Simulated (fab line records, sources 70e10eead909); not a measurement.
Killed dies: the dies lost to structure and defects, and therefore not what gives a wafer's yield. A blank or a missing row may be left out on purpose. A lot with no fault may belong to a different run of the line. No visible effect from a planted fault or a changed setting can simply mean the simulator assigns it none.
Matching of chambers ; flow nand harc ; rie diel-12 running NHARC_A_CONTACT_ETCH_92: 4 sister chambers
The step etches the open film in CH3F/O2, target depth 40 nm, time 85.7 s. 14 wafers are shown with their chamber, then 7 later ones without.

== EACH WAFER AND ITS CHAMBER ==
wafer;chamber;showerhead plenum p Torr (Torr);drypump motor current A (A);rf vpp V (V)
L079.1;1;2.36;6.1;243.5
L079.5;3;2.29;6.0;242.1
L079.6;1;2.36;6.0;242.9
L080.4;2;2.29;6.2;241.9
L080.5;0;2.63;5.1;247.6
L080.6;3;2.29;6.0;242.2
L082.1;2;2.29;6.2;241.9
L082.4;3;2.29;6.0;241.8
L082.5;3;2.29;6.0;243.3
L081.3;0;2.63;5.2;246.5
L081.4;3;2.29;6.0;241.6
L081.6;1;2.36;6.0;243.0
L087.4;0;2.62;5.1;246.9
L087.5;3;2.29;6.0;241.0

SIGNATURES (means of the wafers above)
reading;chamber 0;chamber 1;chamber 2;chamber 3;scatter within a chamber
showerhead plenum p Torr;2.6267;2.3600;2.2900;2.2900;0.00258
drypump motor current A;5.133;6.033;6.200;6.000;0.0365
rf vpp V;247.000;243.133;241.900;242.000;0.614
Rule: for each reading, subtract the chamber's mean from the wafer's reading, divide by that reading's scatter and square the result; add these up over the readings and take the root, which gives the wafer's distance from the chamber. The wafer belongs to the nearest chamber; if the next one is less than 2 further off, it can't be placed. The scatter: take each reading less its chamber's mean, square it, sum over the shown wafers, divide by the number of wafers less the number of chambers, and take the root.

== WAFERS WHOSE CHAMBER IS MISSING ==
wafer;showerhead plenum p Torr (Torr);drypump motor current A (A);rf vpp V (V)
L087.6;2.28;6.2;241.3
L090.3;2.35;6.0;243.3
L090.5;2.28;6.2;240.7
L090.6;2.35;6.0;242.8
L096.1;2.27;6.0;242.2
L096.2;2.35;6.1;242.6
L096.4;2.27;6.2;242.9

== WHICH CHAMBER EACH WENT THROUGH ==
wafer;from the rows above;in truth
L087.6;2;2
L090.3;1;1
L090.5;2;2
L090.6;1;1
L096.1;can't be placed: 3 or 2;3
L096.2;1;1
L096.4;can't be placed: 2 or 3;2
Correct placement for 5 of the 7. From these rows, 2 cannot be placed; in 2 the true chamber is one of the candidates. Wrongly placed: 0.
